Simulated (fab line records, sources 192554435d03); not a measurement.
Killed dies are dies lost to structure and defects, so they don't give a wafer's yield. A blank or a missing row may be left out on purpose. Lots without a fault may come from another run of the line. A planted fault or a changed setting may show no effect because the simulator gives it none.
fab line records | flow n5_finfet
record lots=7 wafers=21 last_day=19
route steps=1938 shown STI_FIN_REVEAL@203 DUMMY_GATE@212
lots that met no fault: from a run of the same line without faults
start_h: hours from the record's first day to the start of the lot's first wafer shown | wait_h: hours since the lot's step before | " the same as in the row above | L1.1+2: a row that stands for several wafers | - no value, or no start given | * or withheld: withheld | < > ~ a bound
route shown NAME@n: a module of which the file shows steps, and the number in the route of the first | usual: mean/standard deviation of fault-free wafers | same: alike in all rows | chamber/n: place in a boat | sites: the reading at each site | _std_site: their standard deviation | _edge_site: outer sites' mean less inner sites' | radius_mm: how far each site lies from the wafer's centre | mask NAME#n: copy n | behind: the tool/chamber that last shaped the wafer | hold: why the lot was held/for how many hours/how that ended | device: the transistor (n, p or np) that didn't switch | end of line: the same wafers' tests at the end of the route | a step without rows: its recipe alone | killed: dies lost to structure and defects at the first sort, not the wafer's yield | map: a wafer's dies, x killed, . not, _ none there
set.NAME: the setting as run; set.NAME@STEP: as run at that earlier step | model.NAME: the simulator's own value behind a step, which no gauge read
lots at some steps of the route; a table a step, a row a wafer
services: from which hour (start_h, from the record's first day; less than 0 if before it) a tool's chamber was out of use, for how many hours, and why
## steps
# step N5_STI_FIN_REVEAL_SRD_21
# recipe dry=ipa_marangoni time_s=30 temp_c=23 rinse_liquid=diw
# step N5_STI_FIN_REVEAL_OXIDATION_33
# recipe chemistry=O2_PLASMA_REMOTE temp_c=150 time_s=20 pressure_mtorr=1000 source_power_w=2000 o2_flow_sccm=3000
# usual drypump_motor_current_A=6.08/0.13 heater_power_w=138/14
# columns lot.wafer tool chamber start_h wait_h drypump_motor_current_A heater_power_w rf_hours_counter_h
L388.2 plasma_asher-02 0 43.43 0.0 6.02 124 76
L388.4 " 1 " " 6.14 151 -
L388.5 " 0 " " 6.01 121 -
L391.2 plasma_asher-02 0 62.71 0.0 5.98 124 82
L391.3 " 1 " " 6.15 146 -
L391.5 " 1 " " 6.15 150 -
L392.3 plasma_asher-02 1 67.64 0.0 6.13 148 -
L392.5 " 0 " " 6.02 128 -
L392.6 " 1 " " 6.15 146 -
L393.2 plasma_asher-02 1 72.77 0.0 6.14 144 86
L393.5 " 1 " " 6.15 146 -
L393.6 " 0 " " 6.02 123 -
L394.1 plasma_asher-01 1 77.85 0.0 5.95 154 40
L394.3 " 1 " " 5.99 156 -
L394.5 " 1 " " 5.91 151 -
L403.2 plasma_asher-02 1 131.75 0.0 6.14 144 99
L403.3 " 1 " " 6.13 149 -
L403.5 " 1 " " 6.15 148 -
L410.2 plasma_asher-01 0 175.90 0.0 6.23 124 58
L410.4 " 1 " " 5.88 157 -
L410.5 " 1 " " 5.88 155 -
# step N5_STI_FIN_REVEAL_CLEAN_19
# recipe chemistry=O3/DIW temp_c=25 time_s=120 o3_ppm=10
# step N5_STI_FIN_REVEAL_SRD_23
# recipe dry=ipa_marangoni time_s=30 temp_c=23 rinse_liquid=diw
# step N5_STI_FIN_REVEAL_CD_MEAS_22
# recipe target_cd_nm=6.238 pitch_nm=28 polarity=line
# usual cd_nm=6.26/0.27
# columns lot.wafer tool chamber start_h wait_h cd_nm
L388.2 cd_sem-03 - 43.60 0.0 6.06
L388.4 " - " " 6.59
L388.5 " - " " 5.88
L391.2 cd_sem-03 - 62.88 0.0 5.58
L391.3 " - " " 6.16
L391.5 " - " " 5.80
L392.3 cd_sem-02 - 67.79 0.0 6.37
L392.5 " - " " 6.13
L392.6 " - " " 6.36
L393.2 cd_sem-01 - 72.94 0.0 6.16
L393.5 " - " " 6.05
L393.6 " - " " 6.63
L394.1 cd_sem-03 - 78.01 0.0 6.44
L394.3 " - " " 6.53
L394.5 " - " " 6.64
L403.2 cd_sem-03 - 131.91 0.0 6.24
L403.3 " - " " 6.19
L403.5 " - " " 5.66
L410.2 cd_sem-02 - 176.06 0.0 6.08
L410.4 " - " " 6.21
L410.5 " - " " 6.08
# step N5_STI_FIN_REVEAL_FIN_H_MEAS_10
# usual trench_depth_nm=52.2/0.88
# columns lot.wafer tool chamber start_h wait_h trench_depth_nm
L388.2 ocd-01 - 43.63 0.0 51.4
L388.4 " - " " 52.8
L388.5 " - " " 53.1
L391.2 ocd-02 - 62.91 0.0 51.6
L391.3 " - " " 50.6
L391.5 " - " " 52.3
L392.3 ocd-02 - 67.82 0.0 51.3
L392.5 " - " " 52.0
L392.6 " - " " 49.7
L393.2 ocd-01 - 72.97 0.0 51.0
L393.5 " - " " 51.7
L393.6 " - " " 51.9
L394.1 ocd-02 - 78.04 0.0 51.9
L394.3 " - " " 51.5
L394.5 " - " " 51.8
L403.2 ocd-01 - 131.94 0.0 53.1
L403.3 " - " " 51.3
L403.5 " - " " 51.3
L410.2 ocd-02 - 176.09 0.0 53.4
L410.4 " - " " 51.4
L410.5 " - " " 53.1
# step N5_STI_FIN_REVEAL_PRECLEAN_18
# recipe chemistry=SC2 time_s=45 temp_c=35 mix=1:1:50
# step N5_STI_FIN_REVEAL_SRD_28
# recipe dry=ipa_marangoni time_s=30 temp_c=23 rinse_liquid=diw
# step N5_STI_FIN_REVEAL_INSPECT_13
# recipe inspect_instrument=darkfield mode=post_clean
# usual raw_defect_count=12/5
# columns lot.wafer tool chamber start_h wait_h raw_defect_count
L388.2 defect_inspect-01 - 43.72 0.0 4
L388.4 " - " " 9
L388.5 " - " " 10
L391.2 defect_inspect-01 - 63.00 0.0 16
L391.3 " - " " 13
L391.5 " - " " 13
L392.3 defect_inspect-02 - 67.91 0.0 9
L392.5 " - " " 1
L392.6 " - " " 9
L393.2 defect_inspect-01 - 73.06 0.0 10
L393.5 " - " " 13
L393.6 " - " " 9
L394.1 defect_inspect-02 - 78.13 0.0 15
L394.3 " - " " 5
L394.5 " - " " 11
L403.2 defect_inspect-01 - 132.03 0.0 14
L403.3 " - " " 7
L403.5 " - " " 11
L410.2 defect_inspect-02 - 176.19 0.0 6
L410.4 " - " " 15
L410.5 " - " " 10
# step N5_DUMMY_GATE_PRECLEAN_00
# recipe chemistry=O3/DIW time_s=60 temp_c=22 o3_ppm=10
# step N5_DUMMY_GATE_SRD_01
# recipe time_s=30 temp_c=23 rinse_liquid=diw dry=ipa_marangoni
# step N5_DUMMY_GATE_ALD_02
# recipe material=SiO2 target_thk_a=20 temp_c=300 ald_precursor_family=BDEAS ald_co_reactant=O2-plasma pulse_time_s=1 pressure_torr=2
# usual heater_power_w=472/40 precursor_pulse_height_rel=1.003/0.019
# columns lot.wafer tool chamber start_h wait_h heater_power_w precursor_pulse_height_rel since_wet_clean_h
L388.2 ald_sin-02 3 43.85 0.1 473 1.012 325
L388.4 " 2 " " 498 0.985 325
L388.5 " 0 " " 540 1.005 -
L391.2 ald_sin-04 1 63.10 0.0 439 0.998 251
L391.3 " 0 " " 460 0.993 251
L391.5 " 1 " " 427 1.018 -
L392.3 ald_sin-02 2 68.00 0.0 492 0.992 349
L392.5 " 2 " " 493 1.024 -
L392.6 " 1 " " 451 0.976 -
L393.2 ald_sin-02 2 73.15 0.0 517 1.026 354
L393.5 " 1 " " 451 1.037 -
L393.6 " 0 " " 550 1.018 -
L394.1 ald_sin-04 0 78.23 0.0 459 1.041 266
L394.3 " 1 " " 427 0.980 266
L394.5 " 1 " " 434 1.019 -
L403.2 ald_sin-04 1 132.13 0.0 430 1.033 320
L403.3 " 0 " " 466 0.983 320
L403.5 " 0 " " 473 1.016 -
L410.2 ald_sin-02 1 176.29 0.0 428 0.982 77
L410.4 " 2 " " 483 0.992 77
L410.5 " 2 " " 483 0.995 -
# step N5_DUMMY_GATE_CVD_03
# recipe material=a-Si target_thk_a=1500 temp_c=530 precursor=SiH4 time_s=8042
# usual spike_tc_top_C=551.2/2.8 spike_tc_upper_C=530.0/0.82
# columns lot.wafer tool chamber start_h wait_h spike_tc_top_C spike_tc_upper_C model.a-Si_of_DUMMY_GATE_CVD_03.thk_nm
L388.2 lpcvd-02 1/70 43.96 0.1 554.7 531.1 149.6
L388.4 " 1/79 " " 554.7 531.1 148.8
L388.5 " 1/84 " " 554.7 531.1 148.6
L391.2 lpcvd-02 0/95 63.21 0.1 552.7 527.9 153.6
L391.3 " 0/100 " " 552.7 527.9 152.8
L391.5 " 0/109 " " 552.7 527.9 154.2
L392.3 lpcvd-02 1/75 68.11 0.1 554.3 531.0 155.6
L392.5 " 1/84 " " 554.3 531.0 154.6
L392.6 " 1/89 " " 554.3 531.0 154
L393.2 lpcvd-02 1/20 73.26 0.1 554.6 530.6 155
L393.5 " 1/34 " " 554.6 530.6 155.4
L393.6 " 1/39 " " 554.6 530.6 155.4
L394.1 lpcvd-02 1/90 78.33 0.1 554.3 530.5 155
L394.3 " 1/100 " " 554.3 530.5 156.2
L394.5 " 1/109 " " 554.3 530.5 155.2
L403.2 lpcvd-01 0/45 132.23 0.1 547.9 529.9 149.4
L403.3 " 0/50 " " 547.9 529.9 148.8
L403.5 " 0/59 " " 547.9 529.9 148.2
L410.2 lpcvd-02 0/70 176.39 0.1 553.2 528.5 151.4
L410.4 " 0/79 " " 553.2 528.5 152
L410.5 " 0/84 " " 553.2 528.5 152.4
# step N5_DUMMY_GATE_PRECLEAN_46
# recipe chemistry=DIW time_s=89.5 temp_c=23
## services
# columns tool chamber start_h hours kind
ald_sin-02 1 53.33 12.5 repair
plasma_asher-01 - 53.54 17.2 repair
ald_sin-02 1 67.11 - calibration
ald_sin-02 - 85.41 14.0 pm
ald_sin-02 0 85.41 14.0 vent_cycle
ald_sin-02 1 85.41 14.0 vent_cycle
ald_sin-02 2 85.41 14.0 vent_cycle
ald_sin-02 3 85.41 14.0 vent_cycle
plasma_asher-01 - 85.42 2.8 pm
plasma_asher-01 - 95.43 3.5 repair
ald_sin-02 0 99.41 - clean
ald_sin-02 1 99.41 - clean
ald_sin-02 2 99.41 - clean
ald_sin-02 3 99.41 - clean
plasma_asher-01 - 128.60 21.9 repair
plasma_asher-02 - 150.53 14.6 pm
plasma_asher-02 - 169.99 1.7 repair
## key
first_sign none at tools or gauges
model_effect step=N5_DUMMY_GATE_CVD_03 value=a-Si_of_DUMMY_GATE_CVD_03.thk_nm without=151.8 struck=155.2
met_at N5_DUMMY_GATE_CVD_03
struck_wafers L392.3,L392.5,L392.6,L393.2,L393.5,L393.6,L394.1,L394.3,L394.5
tester_left_out L392,L393,L394
fault kind=process_parameter_drift tool=lpcvd-02 chamber=- onset_h=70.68 steps=N5_DUMMY_GATE_CVD_03 channel=time_s offset=* shape=step end_h=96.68 acts_in=* stated=*
# tester_left_out: of these lots the tester's yield and bins aren't shown, on N5 and GAA mostly nor the transistor test; their killed dies are dies lost to structure and defects alone, not to doping, threshold or leakage, so they don't give the yield
